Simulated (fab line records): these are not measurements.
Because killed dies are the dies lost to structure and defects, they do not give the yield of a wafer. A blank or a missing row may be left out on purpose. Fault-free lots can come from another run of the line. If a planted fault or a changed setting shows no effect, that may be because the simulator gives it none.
fab line records	flow n5Finfet
record: lots: 24	wafers: 72	lastDay: 17
route steps=1938 shown BEOL_M3@1010 BEOL_M4@1021
lots that met no fault: from a run of the same line without faults
startH: start of the lot's first displayed wafer, in hours after the record's first day	waitH: hours elapsed since this lot's preceding step	" the same as in the row above	L1.1+2: a row that stands for several wafers	- no value, or no start was given	* or withheld: withheld	< > ~ a bound
route shown NAME@n: NAME is a module with steps in the file, n the number in the route of the first one	usual: average and standard deviation across the fault-free wafers	same: alike in all rows	chamber/n: place in a boat	sites: the reading at each site	_std_site: their standard deviation	_edge_site: mean of outer sites minus mean of inner sites	radiusMm: how far each site lies from the wafer's centre	mask NAME#n: copy n	behind: the last tool/chamber to shape the wafer	hold: reason for holding the lot/hours on hold/outcome of the hold	device: names the non-switching transistor (n, p or np)	end of line: the route-end tests of the same wafers	step lacking rows: just its recipe	killed: not the wafer's yield, but the dies lost to structure and defects at the first sort	map: dies across one wafer; x = killed, . = not, _ = none there
set.NAME: setting as actually run; set.NAME@STEP: the setting as run at that earlier step	model.NAME: the simulator's own value behind a step, which no gauge read
route steps across a sampled set of lots; one table per step, one row per wafer
services: a tool's chamber out of use, with start hour (startH, from the record's first day; less than 0 if before it), hours out, and reason
== steps ==
step: N5_BEOL_M3_SPUTTER_96
recipe: material: Cu	targetThkA: 45	tempC: -20	chamberPressurePa: 0.07	powerW: withheld	timeS: 8.29
usual: chuckSensorTempC: -16.0/0.33	substrateTempC: -20.00/0.1	throttleValvePct: 29.9/1.2
same: timeS: 8.29
lot.wafer	tool	chamber	startH	waitH	chuckSensorTempC	substrateTempC	throttleValvePct
L074.1	pvdSputter-02	-	151.82	0.1	-15.8	-20.18	30.8
L074.2	"	-	"	"	-16.6	-19.95	30.8
L074.3	"	-	"	"	-15.9	-20.06	31.0
L075.1	pvdSputter-02	-	165.38	0.1	-16.1	-19.93	30.9
L075.3	"	-	"	"	-15.9	-20.07	30.8
L075.5	"	-	"	"	-15.9	-20.07	30.8
L076.1	pvdSputter-02	-	177.88	0.1	-15.9	-20.07	30.9
L076.4	"	-	"	"	-16.7	-19.97	30.7
L076.5	"	-	"	"	-16.1	-20.11	30.9
L077.1	pvdSputter-03	-	178.33	0.1	-16.2	-20.06	28.5
L077.3	"	-	"	"	-15.5	-20.10	28.8
L077.5	"	-	"	"	-15.3	-20.04	28.5
L078.1	pvdSputter-01	-	187.75	0.1	-15.4	-20.00	32.0
L078.5	"	-	"	"	-16.5	-20.06	28.0
L078.6	"	-	"	"	-16.1	-20.20	29.2
L079.1	pvdSputter-03	-	188.31	0.1	-16.3	-20.17	28.3
L079.3	"	-	"	"	-16.4	-19.87	28.6
L079.5	"	-	"	"	-15.5	-20.00	28.4
L080.2	pvdSputter-01	-	192.67	0.1	-16.5	-19.85	28.1
L080.3	"	-	"	"	-16.0	-19.99	29.1
L080.6	"	-	"	"	-16.0	-20.03	30.3
L081.1	pvdSputter-03	-	194.38	0.1	-16.3	-20.07	28.4
L081.3	"	-	"	"	-15.8	-20.04	30.8
L081.5	"	-	"	"	-15.4	-20.04	28.7
L082.2	pvdSputter-03	-	199.26	0.1	-15.3	-20.09	28.5
L082.3	"	-	"	"	-16.2	-20.21	28.5
L082.5	"	-	"	"	-15.8	-19.99	30.4
L083.2	pvdSputter-03	-	213.81	0.1	-15.6	-19.98	30.7
L083.3	"	-	"	"	-16.2	-19.95	28.7
L083.6	"	-	"	"	-16.0	-20.05	28.1
L084.1	pvdSputter-03	-	226.17	0.1	-16.0	-19.97	28.3
L084.5	"	-	"	"	-16.2	-20.12	28.5
L084.6	"	-	"	"	-15.9	-19.90	30.7
L086.1	pvdSputter-02	-	227.62	0.1	-15.8	-19.91	30.7
L086.3	"	-	"	"	-16.4	-19.90	30.8
L086.4	"	-	"	"	-16.1	-19.95	31.2
L085.2	pvdSputter-02	-	230.92	0.1	-16.0	-20.02	30.7
L085.3	"	-	"	"	-16.5	-19.95	30.9
L085.4	"	-	"	"	-15.8	-20.23	31.0
L088.2	pvdSputter-02	-	236.32	0.1	-16.1	-19.93	30.7
L088.3	"	-	"	"	-16.4	-20.04	30.7
L088.5	"	-	"	"	-15.9	-19.82	31.1
L087.2	pvdSputter-02	-	243.43	0.1	-16.3	-19.96	30.9
L087.3	"	-	"	"	-16.0	-20.02	30.9
L087.5	"	-	"	"	-16.5	-19.85	30.9
L089.1	pvdSputter-02	-	247.15	0.1	-16.0	-20.10	30.8
L089.2	"	-	"	"	-16.6	-19.97	30.9
L089.3	"	-	"	"	-15.8	-19.84	31.2
L090.1	pvdSputter-03	-	253.59	0.1	-15.7	-19.98	30.8
L090.5	"	-	"	"	-16.2	-19.92	28.5
L090.6	"	-	"	"	-15.8	-19.91	31.1
L092.1	pvdSputter-01	-	256.25	0.1	-16.1	-20.10	30.6
L092.2	"	-	"	"	-16.0	-20.13	29.0
L092.4	"	-	"	"	-15.5	-19.86	31.8
L091.1	pvdSputter-03	-	264.67	0.1	-16.1	-20.02	28.5
L091.3	"	-	"	"	-16.2	-20.20	28.5
L091.6	"	-	"	"	-15.5	-20.00	28.8
L093.3	pvdSputter-03	-	271.14	0.1	-15.5	-19.99	28.6
L093.5	"	-	"	"	-16.2	-20.01	28.4
L093.6	"	-	"	"	-15.5	-20.06	28.7
L094.2	pvdSputter-02	-	271.34	0.1	-16.2	-19.84	31.0
L094.5	"	-	"	"	-16.6	-20.01	30.7
L094.6	"	-	"	"	-15.9	-20.03	31.1
L095.1	pvdSputter-03	-	287.49	0.1	-15.9	-20.07	30.6
L095.2	"	-	"	"	-15.3	-20.16	28.8
L095.4	"	-	"	"	-16.2	-20.09	28.2
L096.4	pvdSputter-01	-	291.14	0.1	-16.1	-19.91	28.9
L096.5	"	-	"	"	-15.7	-19.97	31.8
L096.6	"	-	"	"	-16.1	-19.98	29.0
L097.1	pvdSputter-01	-	296.56	0.1	-16.2	-19.87	29.2
L097.2	"	-	"	"	-16.1	-19.87	30.1
L097.6	"	-	"	"	-16.1	-19.83	30.3
step: N5_BEOL_M3_THK_MEAS_53
recipe: thkMeasGauge: xrf	reads: Cu_of_BEOL_M3_ECD_50
usual: M3_THK: 39.8/1.6
lot.wafer	tool	chamber	startH	waitH	M3_THK[nm]
L074.1	filmMetro-02	-	152.60	-	36.1
L074.2	"	-	"	"	37.3
L074.3	"	-	"	"	39.2
L075.1	filmMetro-01	-	166.18	-	40.0
L075.3	"	-	"	"	42.1
L075.5	"	-	"	"	41.6
L076.1	filmMetro-01	-	178.69	-	39.3
L076.4	"	-	"	"	41.9
L076.5	"	-	"	"	40.6
L077.1	filmMetro-02	-	179.15	-	37.5
L077.3	"	-	"	"	40.1
L077.5	"	-	"	"	38.7
L078.1	filmMetro-01	-	188.61	-	37.5
L078.5	"	-	"	"	39.3
L078.6	"	-	"	"	40.8
L079.1	filmMetro-01	-	189.10	-	40.4
L079.3	"	-	"	"	39.4
L079.5	"	-	"	"	42.6
L080.2	filmMetro-02	-	193.62	-	37.3
L080.3	"	-	"	"	38.2
L080.6	"	-	"	"	39.4
L081.1	filmMetro-02	-	195.54	-	37.3
L081.3	"	-	"	"	40.5
L081.5	"	-	"	"	38.6
L082.2	filmMetro-02	-	200.05	-	38.8
L082.3	"	-	"	"	38.9
L082.5	"	-	"	"	39.5
L083.2	filmMetro-02	-	214.68	-	41.9
L083.3	"	-	"	"	41.7
L083.6	"	-	"	"	43.3
L084.1	filmMetro-01	-	227.02	-	37.7
L084.5	"	-	"	"	39.4
L084.6	"	-	"	"	40.7
L086.1	filmMetro-01	-	228.41	-	38.1
L086.3	"	-	"	"	38.1
L086.4	"	-	"	"	40.8
L085.2	filmMetro-01	-	231.71	-	41.7
L085.3	"	-	"	"	41.4
L085.4	"	-	"	"	39.5
L088.2	filmMetro-01	-	237.68	-	39.7
L088.3	"	-	"	"	41.9
L088.5	"	-	"	"	41.3
L087.2	filmMetro-02	-	244.22	-	38.0
L087.3	"	-	"	"	38.1
L087.5	"	-	"	"	40.5
L089.1	filmMetro-01	-	247.95	-	39.3
L089.2	"	-	"	"	38.0
L089.3	"	-	"	"	38.2
L090.1	filmMetro-01	-	254.38	-	37.5
L090.5	"	-	"	"	38.0
L090.6	"	-	"	"	39.5
L092.1	filmMetro-02	-	257.03	-	38.2
L092.2	"	-	"	"	38.0
L092.4	"	-	"	"	37.6
L091.1	filmMetro-01	-	265.73	-	40.3
L091.3	"	-	"	"	39.5
L091.6	"	-	"	"	41.1
L093.3	filmMetro-02	-	271.93	-	38.5
L093.5	"	-	"	"	41.4
L093.6	"	-	"	"	39.5
L094.2	filmMetro-01	-	272.41	-	40.5
L094.5	"	-	"	"	41.6
L094.6	"	-	"	"	40.3
L095.1	filmMetro-02	-	288.28	-	38.6
L095.2	"	-	"	"	37.5
L095.4	"	-	"	"	40.2
L096.4	filmMetro-02	-	291.93	-	41.9
L096.5	"	-	"	"	40.5
L096.6	"	-	"	"	39.4
L097.1	filmMetro-02	-	297.38	-	40.3
L097.2	"	-	"	"	40.3
L097.6	"	-	"	"	42.4
step: N5_BEOL_M3_RS_MEAS_58
recipe: thkMeasGauge: four-point-probe	reads: Co_of_BEOL_M3_CO_CAP_55+Cu_of_BEOL_M3_ECD_50+Co_of_BEOL_M3_CVD_47+TaN_of_BEOL_M3_ALD_84
usual: M3_RS: 0.67/0.036
lot.wafer	tool	chamber	startH	waitH	M3_RS[ohm/sq]
L074.1	filmMetro-02	-	152.86	0.0	0.77
L074.2	"	-	"	"	0.73
L074.3	"	-	"	"	0.69
L075.1	filmMetro-01	-	166.44	0.0	0.66
L075.3	"	-	"	"	0.62
L075.5	"	-	"	"	0.63
L076.1	filmMetro-02	-	178.98	0.1	0.68
L076.4	"	-	"	"	0.63
L076.5	"	-	"	"	0.66
L077.1	filmMetro-02	-	179.41	0.0	0.72
L077.3	"	-	"	"	0.66
L077.5	"	-	"	"	0.69
L078.1	filmMetro-02	-	188.87	0.0	0.73
L078.5	"	-	"	"	0.69
L078.6	"	-	"	"	0.65
L079.1	filmMetro-02	-	189.44	0.0	0.67
L079.3	"	-	"	"	0.69
L079.5	"	-	"	"	0.63
L080.2	filmMetro-02	-	193.88	0.1	0.73
L080.3	"	-	"	"	0.70
L080.6	"	-	"	"	0.68
L081.1	filmMetro-02	-	195.84	0.1	0.73
L081.3	"	-	"	"	0.66
L081.5	"	-	"	"	0.70
L082.2	filmMetro-01	-	200.31	0.1	0.70
L082.3	"	-	"	"	0.69
L082.5	"	-	"	"	0.68
L083.2	filmMetro-02	-	214.94	0.1	0.62
L083.3	"	-	"	"	0.63
L083.6	"	-	"	"	0.60
L084.1	filmMetro-02	-	227.28	0.0	0.72
L084.5	"	-	"	"	0.68
L084.6	"	-	"	"	0.66
L086.1	filmMetro-01	-	228.68	0.1	0.71
L086.3	"	-	"	"	0.71
L086.4	"	-	"	"	0.65
L085.2	filmMetro-01	-	231.97	0.1	0.63
L085.3	"	-	"	"	0.63
L085.4	"	-	"	"	0.68
L088.2	filmMetro-02	-	237.94	0.1	0.67
L088.3	"	-	"	"	0.63
L088.5	"	-	"	"	0.64
L087.2	filmMetro-01	-	244.48	0.1	0.70
L087.3	"	-	"	"	0.70
L087.5	"	-	"	"	0.65
L089.1	filmMetro-01	-	248.24	0.1	0.69
L089.2	"	-	"	"	0.72
L089.3	"	-	"	"	0.71
L090.1	filmMetro-01	-	254.69	0.0	0.73
L090.5	"	-	"	"	0.72
L090.6	"	-	"	"	0.68
L092.1	filmMetro-01	-	257.32	0.1	0.70
L092.2	"	-	"	"	0.71
L092.4	"	-	"	"	0.71
L091.1	filmMetro-01	-	266.06	0.0	0.66
L091.3	"	-	"	"	0.68
L091.6	"	-	"	"	0.65
L093.3	filmMetro-01	-	272.26	0.1	0.71
L093.5	"	-	"	"	0.64
L093.6	"	-	"	"	0.68
L094.2	filmMetro-02	-	272.70	0.1	0.66
L094.5	"	-	"	"	0.63
L094.6	"	-	"	"	0.66
L095.1	filmMetro-02	-	288.59	0.1	0.70
L095.2	"	-	"	"	0.72
L095.4	"	-	"	"	0.66
L096.4	filmMetro-01	-	292.22	0.1	0.64
L096.5	"	-	"	"	0.66
L096.6	"	-	"	"	0.69
L097.1	filmMetro-01	-	297.77	0.1	0.66
L097.2	"	-	"	"	0.66
L097.6	"	-	"	"	0.62
step: N5_BEOL_M4_ILD_DEP_00
recipe: material: SiOC	targetThkA: 790	tempC: 350	precursor: DEMS/O2	pressureTorr: 5	rfW: 500	timeS: 15.3
usual: heaterPowerW: 496/99	showerheadPlenumPTorr: 5.698/0.014	throttleValvePct: 11.9/0.61
same: timeS: 15.3
lot.wafer	tool	chamber	startH	waitH	heaterPowerW	showerheadPlenumPTorr	throttleValvePct
L074.1	pecvd-04	0	152.93	0.0	369	5.686	12.3
L074.2	"	2	"	"	555	5.693	11.0
L074.3	"	1	"	"	547	5.713	11.5
L075.1	pecvd-02	1	166.51	0.0	397	5.715	13.0
L075.3	"	0	"	"	738	5.701	12.0
L075.5	"	0	"	"	586	5.707	11.6
L076.1	pecvd-04	0	179.04	0.0	464	5.698	12.6
L076.4	"	1	"	"	477	5.719	11.6
L076.5	"	0	"	"	461	5.679	12.3
L077.1	pecvd-02	0	179.47	0.0	691	5.704	11.8
L077.3	"	1	"	"	369	5.702	12.9
L077.5	"	1	"	"	368	5.709	12.6
L078.1	pecvd-04	2	188.94	0.0	563	5.680	11.0
L078.5	"	2	"	"	559	5.685	10.9
L078.6	"	0	"	"	432	5.689	12.5
L079.1	pecvd-02	0	189.50	0.0	728	5.710	11.9
L079.3	"	0	"	"	587	5.695	11.7
L079.5	"	0	"	"	596	5.694	11.8
L080.2	pecvd-04	0	193.94	0.0	425	5.684	12.5
L080.3	"	1	"	"	463	5.697	11.8
L080.6	"	0	"	"	442	5.674	12.4
L081.1	pecvd-02	0	195.91	0.0	634	5.722	11.6
L081.3	"	1	"	"	378	5.704	12.7
L081.5	"	0	"	"	623	5.708	11.9
L082.2	pecvd-04	1	200.37	0.0	537	5.727	11.6
L082.3	"	0	"	"	461	5.685	12.8
L082.5	"	1	"	"	530	5.697	11.5
L083.2	pecvd-04	1	215.01	0.0	559	5.723	11.9
L083.3	"	2	"	"	544	5.683	11.3
L083.6	"	0	"	"	467	5.683	12.9
L084.1	pecvd-02	2	227.35	0.0	440	5.694	11.7
L084.5	"	0	"	"	694	5.717	11.9
L084.6	"	1	"	"	394	5.700	12.8
L086.1	pecvd-04	1	228.74	0.0	545	5.725	11.7
L086.3	"	0	"	"	424	5.684	12.5
L086.4	"	0	"	"	432	5.673	12.8
L085.2	pecvd-04	2	232.03	0.0	526	5.709	11.2
L085.3	"	1	"	"	519	5.715	11.4
L085.4	"	2	"	"	539	5.677	11.5
L088.2	pecvd-04	1	238.00	0.0	498	5.714	11.5
L088.3	"	2	"	"	560	5.691	11.3
L088.5	"	2	"	"	584	5.699	11.3
L087.2	pecvd-02	1	244.54	0.0	401	5.713	12.7
L087.3	"	2	"	"	430	5.698	11.9
L087.5	"	1	"	"	404	5.713	12.7
L089.1	pecvd-02	0	248.30	0.0	689	5.698	11.9
L089.2	"	2	"	"	450	5.703	11.5
L089.3	"	1	"	"	397	5.700	12.7
L090.1	pecvd-04	0	254.75	0.0	454	5.692	12.7
L090.5	"	0	"	"	365	5.693	12.6
L090.6	"	1	"	"	553	5.707	11.7
L092.1	pecvd-01	0	257.39	0.0	428	5.691	12.7
L092.2	"	2	"	"	405	5.696	11.4
L092.4	"	0	"	"	426	5.671	12.7
L091.1	pecvd-04	2	266.12	0.0	573	5.685	11.2
L091.3	"	0	"	"	407	5.685	12.7
L091.6	"	0	"	"	416	5.693	12.7
L093.3	pecvd-04	1	272.33	0.0	523	5.726	11.8
L093.5	"	1	"	"	524	5.725	11.8
L093.6	"	0	"	"	464	5.669	12.7
L094.2	pecvd-01	2	272.76	0.0	416	5.693	11.1
L094.5	"	1	"	"	512	5.714	12.2
L094.6	"	0	"	"	433	5.690	12.7
L095.1	pecvd-02	0	288.65	0.0	644	5.712	11.9
L095.2	"	2	"	"	427	5.689	11.7
L095.4	"	0	"	"	652	5.705	11.8
L096.4	pecvd-01	0	292.30	0.1	402	5.693	12.9
L096.5	"	2	"	"	438	5.701	11.1
L096.6	"	1	"	"	457	5.721	11.8
L097.1	pecvd-02	2	297.83	0.0	471	5.689	11.6
L097.2	"	1	"	"	420	5.700	12.6
L097.6	"	2	"	"	475	5.692	11.7
step: N5_BEOL_M4_HM_OPEN_17
recipe: chemistry: Cl2/BCl3	targetDepthA: 200	overetchA: 60	target: TiN	maskMaterial: SOC	ionEnergyEv: 150	pressureMtorr: 10	icpW: 1000	biasW: 126	Cl2_flow_sccm: 53.25	bcl3FlowSccm: 21.75	Ar_flow_sccm: 25
usual: chamberPressureMTorr: 10.000/0.01	drypumpMotorCurrentA: 5.5/0.39	oesProductAu: 0.69/0.079	throttleValvePct: 22.07/0.13
lot.wafer	tool	chamber	startH	waitH	chamberPressureMTorr	drypumpMotorCurrentA	oesProductAu	rfHoursCounterH	throttleValvePct
L074.1	rieMetal-03	0	155.14	0.0	10.016	5.4	0.61	76	22.16
L074.2	"	0	"	"	9.997	5.4	0.61	-	22.20
L074.3	"	0	"	"	10.004	5.4	0.60	-	22.19
L075.1	rieMetal-01	0	169.52	0.0	10.001	5.3	0.64	55	22.25
L075.3	"	1	"	"	10.000	5.2	0.76	-	22.03
L075.5	"	1	"	"	10.004	5.2	0.76	-	22.04
L076.1	rieMetal-03	1	182.91	0.0	9.994	6.2	0.85	0	21.87
L076.4	"	0	"	"	9.988	5.4	0.60	-	22.19
L076.5	"	1	"	"	9.996	6.2	0.86	-	21.87
L077.1	rieMetal-02	0	183.14	0.0	10.001	6.0	0.51	136	22.37
L077.3	"	0	"	"	10.005	6.0	0.51	-	22.36
L077.5	"	1	"	"	9.998	5.1	0.72	-	21.94
L078.1	rieMetal-02	1	190.04	0.0	10.008	5.1	0.70	20	21.94
L078.5	"	0	"	"	10.002	6.0	0.50	-	22.40
L078.6	"	1	"	"	10.006	5.1	0.70	-	21.95
L079.1	rieMetal-01	1	192.49	0.0	10.000	5.2	0.75	13	22.06
L079.3	"	1	"	"	10.009	5.2	0.75	-	22.05
L079.5	"	1	"	"	9.992	5.2	0.75	-	22.03
L080.2	rieMetal-02	1	195.31	0.1	10.009	5.1	0.69	-	21.97
L080.3	"	1	"	"	10.012	5.1	0.70	-	21.98
L080.6	"	1	"	"	9.998	5.1	0.69	-	21.97
L081.1	rieMetal-01	1	197.86	0.0	10.013	5.2	0.76	14	22.02
L081.3	"	1	"	"	10.001	5.2	0.75	-	22.04
L081.5	"	0	"	"	9.987	5.3	0.63	-	22.25
L082.2	rieMetal-01	1	202.52	0.0	10.002	5.2	0.75	14	22.03
L082.3	"	1	"	"	9.992	5.2	0.75	-	22.05
L082.5	"	0	"	"	9.994	5.3	0.64	-	22.26
L083.2	rieMetal-02	0	216.33	0.0	10.003	6.0	0.82	0	22.04
L083.3	"	0	"	"	9.997	6.0	0.82	-	22.04
L083.6	"	1	"	"	9.995	5.2	0.70	-	21.97
L084.1	rieMetal-03	1	229.35	0.0	9.999	6.2	0.78	5	21.90
L084.5	"	0	"	"	9.989	5.4	0.59	-	22.19
L084.6	"	1	"	"	10.022	6.2	0.78	-	21.88
L086.1	rieMetal-01	0	230.53	0.0	10.003	5.3	0.63	61	22.26
L086.3	"	1	"	"	9.990	5.2	0.74	-	22.06
L086.4	"	0	"	"	10.013	5.3	0.63	-	22.25
L085.2	rieMetal-02	0	233.84	0.0	10.006	6.0	0.80	2	22.01
L085.3	"	1	"	"	10.007	5.2	0.69	-	21.97
L085.4	"	0	"	"	10.010	6.0	0.80	-	22.01
L088.2	rieMetal-01	0	240.50	0.0	10.005	5.2	0.63	61	22.26
L088.3	"	1	"	"	10.009	5.2	0.72	-	22.04
L088.5	"	1	"	"	9.997	5.2	0.73	-	22.05
L087.2	rieMetal-03	1	245.73	0.0	10.007	6.2	0.77	6	21.90
L087.3	"	0	"	"	10.003	5.4	0.58	-	22.19
L087.5	"	0	"	"	9.986	5.4	0.59	-	22.21
L089.1	rieMetal-01	1	251.48	0.0	9.996	5.2	0.73	19	22.06
L089.2	"	1	"	"	9.991	5.2	0.74	-	22.03
L089.3	"	1	"	"	10.002	5.2	0.73	-	22.07
L090.1	rieMetal-02	1	256.75	0.0	9.995	5.1	0.69	26	21.97
L090.5	"	1	"	"	10.003	5.1	0.69	-	21.95
L090.6	"	0	"	"	10.003	6.0	0.78	-	22.02
L092.1	rieMetal-03	0	260.36	0.0	9.992	5.4	0.60	87	22.20
L092.2	"	1	"	"	9.981	6.2	0.77	8	21.89
L092.4	"	1	"	"	9.996	6.2	0.78	-	21.88
L091.1	rieMetal-01	1	267.19	0.0	9.993	5.2	0.72	22	22.05
L091.3	"	1	"	"	10.000	5.2	0.71	-	22.06
L091.6	"	1	"	"	9.998	5.2	0.71	-	22.07
L093.3	rieMetal-02	1	273.30	0.1	9.984	5.1	0.68	-	21.97
L093.5	"	1	"	"	10.025	5.2	0.68	-	21.97
L093.6	"	0	"	"	9.996	6.0	0.77	-	22.05
L094.2	rieMetal-03	1	275.35	0.0	9.982	6.2	0.76	10	21.90
L094.5	"	1	"	"	10.013	6.2	0.75	-	21.89
L094.6	"	0	"	"	9.986	5.4	0.59	-	22.21
L095.1	rieMetal-03	1	292.63	0.0	10.006	6.2	0.76	10	21.90
L095.2	"	0	"	"	9.989	5.4	0.59	89	22.19
L095.4	"	0	"	"	9.993	5.4	0.58	-	22.19
L096.4	rieMetal-02	1	294.39	0.1	10.006	5.1	0.69	-	21.95
L096.5	"	1	"	"	9.977	5.1	0.69	-	21.94
L096.6	"	0	"	"	10.000	6.0	0.78	-	22.02
L097.1	rieMetal-02	1	299.26	0.0	10.017	5.2	0.68	29	21.98
L097.2	"	0	"	"	10.011	6.0	0.77	7	22.03
L097.6	"	1	"	"	10.012	5.1	0.68	-	21.96
step: N5_BEOL_M4_DEGAS_44
recipe: ambient: vacuum	tempC: 250	timeS: 60
usual: heaterPowerW: 342/27
same: timeS: 60
lot.wafer	tool	chamber	startH	waitH	heaterPowerW
L074.1	pvdSputter-03	-	165.73	0.5	349
L074.2	"	-	"	"	323
L074.3	"	-	"	"	350
L075.1	pvdSputter-02	-	172.18	0.3	365
L075.3	"	-	"	"	352
L075.5	"	-	"	"	357
L076.1	pvdSputter-03	-	188.49	0.3	313
L076.4	"	-	"	"	355
L076.5	"	-	"	"	344
L077.1	pvdSputter-03	-	188.65	0.1	317
L077.3	"	-	"	"	281
L077.5	"	-	"	"	317
L078.1	pvdSputter-02	-	194.62	0.2	359
L078.5	"	-	"	"	369
L078.6	"	-	"	"	350
L079.1	pvdSputter-02	-	195.04	0.5	362
L079.3	"	-	"	"	353
L079.5	"	-	"	"	352
L080.2	pvdSputter-03	-	202.34	0.2	335
L080.3	"	-	"	"	352
L080.6	"	-	"	"	283
L081.1	pvdSputter-03	-	202.58	0.4	278
L081.3	"	-	"	"	344
L081.5	"	-	"	"	347
L082.2	pvdSputter-01	-	207.10	0.9	372
L082.3	"	-	"	"	317
L082.5	"	-	"	"	378
L083.2	pvdSputter-01	-	220.73	0.3	288
L083.3	"	-	"	"	375
L083.6	"	-	"	"	374
L084.1	pvdSputter-03	-	236.84	0.3	335
L084.5	"	-	"	"	284
L084.6	"	-	"	"	313
L086.1	pvdSputter-01	-	236.84	0.2	370
L086.3	"	-	"	"	322
L086.4	"	-	"	"	293
L085.2	pvdSputter-02	-	241.33	0.1	354
L085.3	"	-	"	"	347
L085.4	"	-	"	"	354
L088.2	pvdSputter-02	-	244.43	0.2	361
L088.3	"	-	"	"	349
L088.5	"	-	"	"	350
L087.2	pvdSputter-02	-	247.89	0.4	338
L087.3	"	-	"	"	350
L087.5	"	-	"	"	347
L089.1	pvdSputter-03	-	265.13	0.1	282
L089.2	"	-	"	"	353
L089.3	"	-	"	"	310
L090.1	pvdSputter-01	-	265.51	0.3	381
L090.5	"	-	"	"	318
L090.6	"	-	"	"	374
L092.1	pvdSputter-02	-	269.50	0.2	349
L092.2	"	-	"	"	352
L092.4	"	-	"	"	363
L091.1	pvdSputter-02	-	272.20	0.5	352
L091.3	"	-	"	"	359
L091.6	"	-	"	"	345
L094.2	pvdSputter-02	-	281.75	0.2	354
L094.5	"	-	"	"	341
L094.6	"	-	"	"	349
L093.3	pvdSputter-01	-	285.10	0.4	314
L093.5	"	-	"	"	376
L093.6	"	-	"	"	317
L096.4	pvdSputter-02	-	298.19	0.3	344
L096.5	"	-	"	"	347
L096.6	"	-	"	"	346
L095.1	pvdSputter-01	-	298.82	0.5	324
L095.2	"	-	"	"	368
L095.4	"	-	"	"	380
L097.1	pvdSputter-01	-	302.20	0.2	379
L097.2	"	-	"	"	322
L097.6	"	-	"	"	381
== services ==
tool	chamber	startH	hours	kind
pecvd-02	-	139.84	0.3	repair
pvdSputter-01	-	143.08	4.3	repair
pecvd-02	2	164.86	29.8	repair
pecvd-02	-	165.15	0.4	repair
rieMetal-03	1	171.39	9.5	repair
rieMetal-01	1	181.95	1.7	repair
pecvd-02	1	189.86	2.9	repair
rieMetal-02	0	191.91	-	clean
rieMetal-02	0	191.91	22.7	scheduledDown
rieMetal-02	0	191.91	22.7	ventCycle
pecvd-01	2	194.03	10.1	repair
pecvd-01	-	196.98	0.2	repair
rieMetal-01	-	231.41	5.1	repair
pecvd-04	1	239.86	2.1	scheduledDown
pecvd-01	2	247.92	5.4	repair
rieMetal-01	0	248.82	21.7	repair
rieMetal-02	-	249.19	2.8	pm
pecvd-02	2	249.49	2.1	scheduledDown
pecvd-04	0	258.81	5.5	scheduledDown
rieMetal-03	-	277.13	0.7	repair
rieMetal-01	-	277.25	0.9	repair
pecvd-01	0	278.24	12.8	repair
pecvd-04	-	278.25	1.6	repair
pvdSputter-03	-	279.46	4.2	repair
== key ==
fault none
